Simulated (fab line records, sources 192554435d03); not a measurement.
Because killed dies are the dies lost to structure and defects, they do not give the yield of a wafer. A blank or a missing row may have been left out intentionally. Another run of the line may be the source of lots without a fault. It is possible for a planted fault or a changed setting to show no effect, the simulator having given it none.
fab line records ; flow n5Finfet
record lots=4; wafers=12; lastDay=19
route steps=1938 shown BEOL_M4@1099 BEOL_M5@1112 BEOL_M7@1266 PASSIVATION@1936
lots with no fault: from the same line, run without faults
startH: hours from the record's first day to the start of the lot's first wafer shown ; waitH: how many hours have passed since the lot's step before this one ; " the same as in the row above ; L1.1+2: one row covering several wafers at once ; - value missing, or start not given ; * or withheld: withheld ; < > ~ a bound
route shown NAME@n: NAME is a module with steps in the file, n the number in the route of the first one ; usual: mean and standard deviation over wafers with no fault ; same: alike in all rows ; chamber/n: place in a boat ; sites: the reading at each site ; _std_site: the standard deviation of these ; _edge_site: outer sites' mean less inner sites' ; radiusMm: for every site, how far away it sits from the centre of the wafer ; mask NAME#n: copy n ; behind: the most recent tool/chamber to have shaped the wafer ; hold: reason for holding the lot/hours on hold/outcome of the hold ; device: which transistor (n, p or np) failed to switch ; end of line: at the end of the route, the tests of the same wafers ; for a step that has no rows: nothing shown but its recipe ; killed: count of dies lost to structure and defects at first sort (not the wafer's yield) ; map: dies across one wafer; x = killed, . = not, _ = none there
set.NAME: the setting as run; set.NAME@STEP: as run at that earlier step ; model.NAME: the simulator's own value behind a step, which no gauge read
lots at selected steps of the route; one table per step, one row per wafer
services: from which hour (startH, from the record's first day; less than 0 if before it) a tool's chamber was out of use, for how many hours, and why
## steps
# step N5_BEOL_M4_ANNEAL_95
# recipe tempC=400; timeS=240; ambient=vacuum
# step N5_BEOL_M4_SPUTTER_96
# recipe material=Cu; targetThkA=45; tempC=-20; chamberPressurePa=0.07; powerW=withheld; timeS=8.29
# step N5_BEOL_M4_ECD_50
# recipe material=Cu; targetThkA=3000
# step N5_BEOL_M4_ANNEAL_51
# recipe tempC=225; timeS=90; ambient=N2
# step N5_BEOL_M4_CMP_52
# recipe stopOn=SiOC; tOverpolishS=6.8; downForcePsi=1; platenRpm=50; clearingPlatenDownForcePsi=1.5; clearingPlatenRpm=50; postCmpClean=cuAlkaline; targetThkNm=40; clearingPlatenPadVelocityMS=0.99484; padVelocityMS=0.99484
# step N5_BEOL_M4_PRE_CLEAN_60
# recipe gas=NH3/H2; timeS=15; tempC=*; rfPowerW=300
# step N5_BEOL_M4_CO_CAP_55
# recipe material=Co; targetThkA=20; tempC=200; precursor=CCTBA/H2; pressureTorr=30; timeS=102.1
# step N5_BEOL_M4_PRE_CLEAN_56
# recipe gas=NH3; timeS=15; tempC=withheld; rfPowerW=300
# step N5_BEOL_M4_DEP_57
# recipe material=SiCN; targetThkA=80; tempC=withheld; precursor=3MS/NH3; pressureTorr=3; rfW=202; timeS=14
# step N5_BEOL_M4_RC_MEAS_101
# usual DIBL_N=35.1/1.6; DIBL_P=34.9/1.8; IOFF_N=0.143/0.026; IOFF_P=0.21/0.037; ION_N=671/11; ION_P=463/7.8; SS_N=71.2/0.58; SS_P=73.0/0.54; VT_N=251/3; VT_P=-250/4.1
lot.wafer;tool;chamber;startH;waitH;DIBL_N[mV/V];DIBL_P[mV/V];IOFF_N[nA/um];IOFF_P[nA/um];ION_N[uA/um];ION_P[uA/um];SS_N[mV/dec];SS_P[mV/dec];VT_N[mV];VT_P[mV]
L131.3;prober-02;0;283.86;0.4;33.6;34.5;0.133;0.19;675;463;70.5;73.1;251;-251
L131.4;prober-02;0;283.86;0.4;33.7;34.6;0.126;0.20;667;461;71.0;73.0;253;-253
L131.5;prober-02;0;283.86;0.4;32.1;33.4;0.114;0.18;667;467;70.3;72.9;255;-251
L135.1;prober-01;0;286.63;0.0;34.4;33.0;0.116;0.16;666;458;70.3;72.6;257;-254
L135.2;prober-01;0;286.63;0.0;35.0;35.4;0.138;0.19;676;460;71.1;73.4;251;-251
L135.5;prober-01;0;286.63;0.0;37.3;38.0;0.180;0.22;688;463;71.4;73.4;247;-254
L139.2;prober-02;0;331.17;0.2;36.4;37.7;0.172;0.23;687;467;71.1;73.7;247;-249
L139.3;prober-02;0;331.17;0.2;36.6;38.5;0.183;0.24;691;461;71.9;74.1;248;-250
L139.6;prober-02;0;331.17;0.2;36.3;37.8;0.191;0.23;674;461;71.6;73.0;244;-250
L141.2;prober-01;0;341.02;0.2;35.0;35.4;0.130;0.21;654;455;70.7;72.8;251;-247
L141.3;prober-01;0;341.02;0.2;36.2;37.3;0.156;0.24;685;479;71.3;73.3;247;-245
L141.4;prober-01;0;341.02;0.2;36.0;37.0;0.156;0.24;687;475;71.1;73.5;247;-243
# step N5_BEOL_M5_ILD_DEP_00
# recipe material=SiCOH_lowk; targetThkA=1406.4; tempC=300; precursor=DEMS/porogen; pressureTorr=5; rfW=500; timeS=25.9
# step N5_BEOL_M5_CURE_79
# recipe tempC=385; timeS=240; ambient=He/Ar; material=SiCOH_lowk
# step N5_BEOL_M5_PECVD_70
# recipe material=SiO2; targetThkA=160; tempC=400; precursor=TEOS/O2; pressureTorr=5.5; rfW=450; teosFlowSccm=53.8; gas=O2; flowSccm=3000; timeS=18
# step N5_BEOL_M5_HM_DEP_02
# recipe material=TiN; targetThkA=200; tempC=25; chamberPressurePa=0.49996
# step N5_BEOL_M5_COAT_59
# recipe resist=SOC; tempC=250; timeS=60; spinRpm=1500; resistThkNm=60
# step N5_BEOL_M5_COAT_60
# recipe resist=SiARC; tempC=220; timeS=60; spinRpm=1500; resistThkNm=12
# step N5_BEOL_M5_COAT_71
# recipe resist=underlayer; tempC=205; timeS=60; spinRpm=1500; resistThkNm=5
# step N5_BEOL_M5_COAT_05
# recipe resist=CAR-EUV; spinRpm=1500; resistThkNm=30
# step N5_BEOL_M5_EBR_07
# recipe solvent=PGMEA; ebrWidthMm=1.5
# step N5_BEOL_M5_SOFTBAKE_06
# recipe tempC=110; timeS=60; resist=CAR-EUV
# step N5_BEOL_M5_EXPOSE_08
# recipe maskId=M5; na=0.33; sourceShape=annular; sigmaInner=0.4; sigmaOuter=0.8; polarization=unpolarized; targetCdNm=28; doseMj=35.75
# step N5_BEOL_M5_PEB_09
# recipe pebTempC=100; pebTimeS=60; resist=CAR-EUV
# step N5_BEOL_M5_DEVELOP_10
# recipe developTimeS=30; developer=TMAH; resist=CAR-EUV; rinseLiquid=surfactantRinse; dry=airSpin; devTempC=23
# step N5_BEOL_M5_DESCUM_16
# recipe chemistry=O2; timeS=7; sourcePowerW=50; biasPowerW=20; pressureMtorr=20; rfFrequencyHz=2.712e+07; tempC=40; resist=CAR-EUV; o2FlowSccm=225
# step N5_BEOL_M5_ETCH_72
# recipe chemistry=N2/H2; target=underlayer; targetDepthA=65; maskMaterial=CAR-EUV; timeS=5.2; ionEnergyEv=200; pressureMtorr=30; sourceW=840; biasW=150; n2FlowSccm=200; h2FlowSccm=200; ends=cleared
# step N5_BEOL_M5_ETCH_61
# recipe chemistry=CF4; target=SiARC; targetDepthA=156; maskMaterial=CAR-EUV; timeS=26; ionEnergyEv=80; pressureMtorr=40; sourceW=545; biasW=36; Ar_flow_sccm=100; cf4FlowSccm=100; ends=cleared
# step N5_BEOL_M5_ETCH_62
# recipe chemistry=N2/H2; target=SOC; targetDepthA=750; overetchA=150; maskMaterial=SiARC; tempC=40; timeS=112.5; ionEnergyEv=200; pressureMtorr=30; sourceW=840; biasW=150; n2FlowSccm=200; h2FlowSccm=200
# step N5_BEOL_M5_STRIP_63
# recipe chemistry=N2/H2; tempC=40; n2FlowSccm=200; h2FlowSccm=200; rfFrequencyHz=6e+07
# step N5_BEOL_M5_STRIP_73
# recipe chemistry=N2/H2; tempC=40; n2FlowSccm=200; h2FlowSccm=200; rfFrequencyHz=6e+07
# step N5_BEOL_M5_STRIP_64
# recipe chemistry=CF4; resist=SiARC; powerW=300; biasPowerW=75; pressureMtorr=50; cf4FlowSccm=150; rfFrequencyHz=6e+07
# step N5_BEOL_M5_HM_OPEN_17
# recipe chemistry=Cl2/BCl3; targetDepthA=200; overetchA=60; target=TiN; maskMaterial=SOC; ionEnergyEv=150; pressureMtorr=10; icpW=1000; biasW=126; Cl2_flow_sccm=53.25; bcl3FlowSccm=21.75; Ar_flow_sccm=25
# step N5_BEOL_M5_STRIP_19
# recipe chemistry=O2; powerW=400; tempC=40; pressureMtorr=30; rfFrequencyHz=6e+07; biasPowerW=0; overashFraction=0.2; o2FlowSccm=225
# step N5_BEOL_M5_COAT_65
# recipe resist=SOC; tempC=250; timeS=60; spinRpm=1500; resistThkNm=60
# step N5_BEOL_M5_COAT_66
# recipe resist=SiARC; tempC=220; timeS=60; spinRpm=1500; resistThkNm=12
# step N5_BEOL_M7_PECVD_70
# recipe material=SiO2; targetThkA=200; tempC=400; precursor=TEOS/O2; pressureTorr=5.5; rfW=450; teosFlowSccm=53.8; gas=O2; flowSccm=3000; timeS=22.7
# usual chamberPressureTorr=5.499/0.012; heaterPowerOuterW=425/54; heaterPowerW=714/85; showerheadPlenumPTorr=8.78/0.045; throttleValvePct=22.0/1.4
lot.wafer;tool;chamber;startH;waitH;chamberPressureTorr;heaterPowerOuterW;heaterPowerW;showerheadPlenumPTorr;throttleValvePct
L131.3;pecvd-01;1;306.53;0.0;-;-;-;-;-
L131.4;pecvd-01;1;306.53;0.0;-;-;-;-;-
L131.5;pecvd-01;2;306.53;0.0;-;-;-;-;-
L135.1;pecvd-02;2;310.08;0.0;-;-;-;-;-
L135.2;pecvd-02;0;310.08;0.0;-;-;-;-;-
L135.5;pecvd-02;0;310.08;0.0;-;-;-;-;-
L139.2;pecvd-03;0;363.08;0.0;5.500;453;761;8.86;24.8
L139.3;pecvd-03;2;363.08;0.0;5.524;396;684;8.79;20.7
L139.6;pecvd-03;2;363.08;0.0;5.513;399;667;8.81;20.7
L141.2;pecvd-02;0;367.80;0.0;5.488;516;839;8.74;24.0
L141.3;pecvd-02;1;367.80;0.0;5.501;459;844;8.79;21.7
L141.4;pecvd-02;1;367.80;0.0;5.481;455;840;8.81;21.6
# step N5_PASSIVATION_PROBE_49
# usual defectLimitedYield=91.1/1.4; killed_at_M0_to_M3=36/11; killed_at_M4_up=14/5.2; killedAtContacts=12/6.1; killedAtFrontEnd=40/12; killedAtOther=3.2/2.5; killedDies=105/16; killedOnRim=14/4.4; killedOpen=68/12; killedShort=35/8.7; sort_bin_5_function=5.2/0.89; sort_bin_6_memory=3.3/0.66; sortNPass=1074/16; sortYieldPct=91.1/1.4
# same grossDies=1180; killedAtBackSide=0; sort_bin_4_leakage[%]=0; sort_bin_8_speed[%]=0
lot.wafer;tool;chamber;startH;waitH;defectLimitedYield[%];killed_at_M0_to_M3;killed_at_M4_up;killedAtContacts;killedAtFrontEnd;killedAtOther;killedDies;killedOnRim;killedOpen;killedShort;sort_bin_5_function[%];sort_bin_6_memory[%];sortNPass;sortYieldPct[%]
L135.1;prober-01;-;387.66;0.0;62.5;37;346;17;42;1;443;20;83;30;34.2;3.1;737;62.5
L135.2;prober-01;-;387.71;0.1;64.4;41;300;29;45;5;420;20;88;40;31.5;3.8;760;64.4
L135.5;prober-01;-;387.86;0.2;64.8;36;322;14;40;3;415;28;79;26;31.9;3.2;765;64.8
L131.3;prober-01;-;388.24;0.1;63.1;46;350;3;30;6;435;68;61;34;34.3;2.1;745;63.1
L131.4;prober-01;-;388.29;0.2;62.5;62;321;12;45;3;443;66;86;52;32.8;4.3;737;62.5
L131.5;prober-01;-;388.34;0.2;62.5;49;332;11;46;5;443;19;97;40;32.7;4.3;737;62.5
L139.2;prober-01;-;453.30;0.1;89.2;49;6;21;44;8;128;19;90;33;6.5;4.1;1052;89.2
L139.3;prober-01;-;453.35;0.1;88.1;68;10;28;33;2;141;14;76;61;7.5;3.8;1039;88.1
L139.6;prober-01;-;453.50;0.3;90.7;58;12;10;23;7;110;17;70;37;6.2;3.1;1070;90.7
# killed by level:class
L135.1 BEOL_M7:areaPecvd=326 STI_FIN_REVEAL:geometricParticle:open=15 MOL_CONTACT_COAG:geometricParticle:open=15 BEOL_M0_SAQP:geometricParticle:short=9 FIN_SAQP:geometricParticle:open=7 BEOL_M4:geometricParticle:open=7 BEOL_M2:geometricParticle:open=6 BEOL_M1:geometricParticle:open=6
L135.2 BEOL_M7:areaPecvd=292 MOL_CONTACT_COAG:geometricParticle:open=22 STI_FIN_REVEAL:geometricParticle:open=15 FIN_SAQP:geometricParticle:short=12 BEOL_M0_SAQP:geometricParticle:open=11 BEOL_M0_SAQP:geometricParticle:short=8 BEOL_M2:geometricParticle:open=8 MOL_CONTACT_COAG:geometricParticle:short=7
L135.5 BEOL_M7:areaPecvd=308 STI_FIN_REVEAL:geometricParticle:open=18 BEOL_M2:geometricParticle:open=15 MOL_CONTACT_COAG:geometricParticle:open=10 BEOL_M0_SAQP:geometricParticle:open=6 BEOL_M5:geometricParticle:open=5 FIN_SAQP:geometricParticle:short=4 MOL_CONTACT_COAG:geometricParticle:short=4
L131.3 BEOL_M7:areaPecvd=337 BEOL_M0_SAQP:geometricParticle:short=11 BEOL_M2:geometricParticle:open=10 DUMMY_GATE:geometricParticle:open=6 BEOL_M3:geometricParticle:open=6 BEOL_M1:geometricParticle:open=6 FIN_SAQP:geometricParticle:open=4 GATE_CUT:geometricParticle:open=4
L131.4 BEOL_M7:areaPecvd=303 BEOL_M0_SAQP:geometricParticle:short=14 FIN_SAQP:geometricParticle:short=12 BEOL_M3:geometricParticle:open=12 BEOL_M2:geometricParticle:open=12 MOL_CONTACT_COAG:geometricParticle:open=11 BEOL_M4:geometricParticle:open=9 GATE_CUT:geometricParticle:short=7
L131.5 BEOL_M7:areaPecvd=304 BEOL_M1:geometricParticle:open=16 BEOL_M4:geometricParticle:open=15 MOL_CONTACT_COAG:geometricParticle:open=10 BEOL_M2:geometricParticle:open=9 FIN_SAQP:geometricParticle:short=8 BEOL_M0_SAQP:geometricParticle:open=8 BEOL_M3:geometricParticle:open=7
L139.2 MOL_CONTACT_COAG:geometricParticle:open=16 BEOL_M0_SAQP:geometricParticle:open=12 DUMMY_GATE:geometricParticle:open=11 STI_FIN_REVEAL:geometricParticle:open=9 BEOL_M0:geometricParticle:open=7 BEOL_M1:geometricParticle:open=7 BEOL_M0_SAQP:geometricParticle:short=6 FIN_SAQP:geometricParticle:short=5
L139.3 MOL_CONTACT_COAG:geometricParticle:open=23 BEOL_M0_SAQP:geometricParticle:short=22 BEOL_M0_SAQP:geometricParticle:open=16 FIN_SAQP:geometricParticle:short=9 BEOL_M2:geometricParticle:open=8 BEOL_M1:geometricParticle:short=8 FIN_SAQP:geometricParticle:open=5 DUMMY_GATE:geometricParticle:open=5
L139.6 BEOL_M0_SAQP:geometricParticle:open=19 BEOL_M0_SAQP:geometricParticle:short=12 MOL_CONTACT_COAG:geometricParticle:open=9 FIN_SAQP:geometricParticle:short=6 BEOL_M0:geometricParticle:open=6 BEOL_M1:geometricParticle:open=6 STI_FIN_REVEAL:geometricParticle:open=5 BEOL_M1:geometricParticle:short=5
# map L131.4 (x killed, . not)
_________________xx.x.xxxxxxx________________
______________x.xxxx.xxxxxxxxxxx_____________
___________xxxxxxxxxxxxxxxxxxxxxxxx__________
__________xxxxx.xx.xxxxx.xxx.xxxxxxx_________
________xx.xxxxxxxxxxx.xxxx.x.xxxxxx.x_______
_______xxxxxxxxxxx..x.xxx.x.xxxx.xxx.xx______
______xxxxxx.xxxx.xx.x..xxx.xx..xxxxxxxx_____
_____xxx.xxx.xxxxx.x..x.xxxx.xx.x.xxxxx..____
____xxx.xx....x.....xxx..x.xx.x..xxx.x.x.x___
___.x.xxxxxxxx.x..xxx.xxxx.x..xx.xx.x.x..x.__
___.x..x..xxxxx..xxxxx..x.xxxxx...x..x...xx__
__x.xxxx.....xxx..x..x.x.xx..xxx.xxxxx.x.x.x_
__x.xx...x..x..xxxx.x.....x.x.xxx..xxxx.xxx._
_..xx.xx......x...xx..xxx.x.....x.xxxx..x.xx.
_...x.xx....xx...x......x..x....xx.....x.....
_...x.x...x.x..x..xxxx...x.x...x..x.xx...x...
_....xx.....x.......xx.x..........x....x..xx.
_x...x.x.x.....xx....x.x......x....x.x...x..x
_..xx...x..x.x..x.x.x.xxx..x.......x.........
_...........xx.xx.x..x.x..x...x.........x...x
_x.x...x..x.xx.x...............x...x..x..x.x.
__..x.x..x.......x......x.x..x..........x..._
__..xx....x....x..x....x.xx...........x....._
___x..........x...................x........__
___....x.....x.......x.x.....xx...x........__
____x......x....x.........................___
_____...............x.....xx.x...........____
______....x............................._____
_______x..........x..........x....x...x______
________........x...x.x.x..x.........._______
__________x..x.........x...x........_________
___________.x...x..............xx..__________
______________.................._____________
_________________............________________
# map L135.1 (x killed, . not)
_________________............________________
______________...x.....xx......._____________
___________......x......x..........__________
__________.x..x............x.x......_________
________.....x..x..........x..x....x.x_______
_______........xx...x..x...............______
______x.x........xxx............x...xx.._____
_____......x......xx.xxx..x.xx.x.........____
____.....xxx.xx.xxx...x.x...x....x...x....___
___....x.......xx....x.xxxx.xx.......xx....__
___..xxx.xx..xxx.xx..xxxxx....xx.x.........__
__......xxx.xxxxxx.xx.x.xxxxx..x.xx.x......._
__.x...x..xx..xxxxxx.x.x.xxxx.x.x...x.xx..x._
_x.....x..x..xxxx.x.xxxxxxxxx.x.x.x...x......
_....xxx...xx.xxxxxxxx.xxx.x.xx..x...........
_......xxx.x.xxxxxx.xxxxxxxxx.x......x....x..
_.x...xx.x.x.x.xxx.xxx.xx.xxx.xx.x.x...x.....
_.....x.x.x.xxxxx...xxxxx..x.xxxxx.x....x....
_.......x.x.xx..xxxxxxxxxxxxx.x.x.xxx....x...
_....xx.x.x..x.xxxx.xxxxx.xxx.xxxxxx....xx...
_..x......xx.x.xxx..xxx..xx..x.xx....x.......
__......xx..xx..xxx.xxxxx.xx..x..xxxx......x_
__xx...x......xxx.xxxx..xxx.xxxxx.x.x......._
___...xx...xxx.xx.x.xxx.xxx..xxx......x..x.__
___....x.....xxxxxxxxx...x.xx.x....xx......__
____xxx...x.x.x.xx.x.xxx.xx...x....x......___
_____.......x..x..x..xx.xxx..x.x.xx....x.____
______x.xxxx....xx.xx.x..xx.......x....._____
_______.x.x....x.....x.xx...xx...xx....______
________...x..x.xx.x..xx...x.........._______
__________..x..x.xx.......x.....x.x._________
___________.....x........x.x.......__________
______________.x.............x.._____________
_________________...x...x..x.________________
## services
tool;chamber;startH;hours;kind
pecvd-01;1;308.21;9.5;repair
pecvd-02;0;315.02;2.1;scheduledDown
pecvd-02;-;318.23;2.8;pm
## key
firstSign step=N5_BEOL_M7_PECVD_70; reading=toolRecord; direction=missing
effect step=N5_PASSIVATION_PROBE_49; reading=killed_at_M4_up; direction=up; sigmas=61; usual=14; struck=328
moreKillsBornAt N5_BEOL_M7_PECVD_70@pecvd-01=943; N5_BEOL_M7_PECVD_70@pecvd-02=926
metAt N5_BEOL_M7_PECVD_70
struckWafers L131.3,L131.4,L131.5,L135.1,L135.2,L135.5
fault kind=skippedStepWhole; tool=pecvd-01,pecvd-02; chamber=-; onsetH=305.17; steps=N5_BEOL_M7_PECVD_70; scope=struckLotsOnly
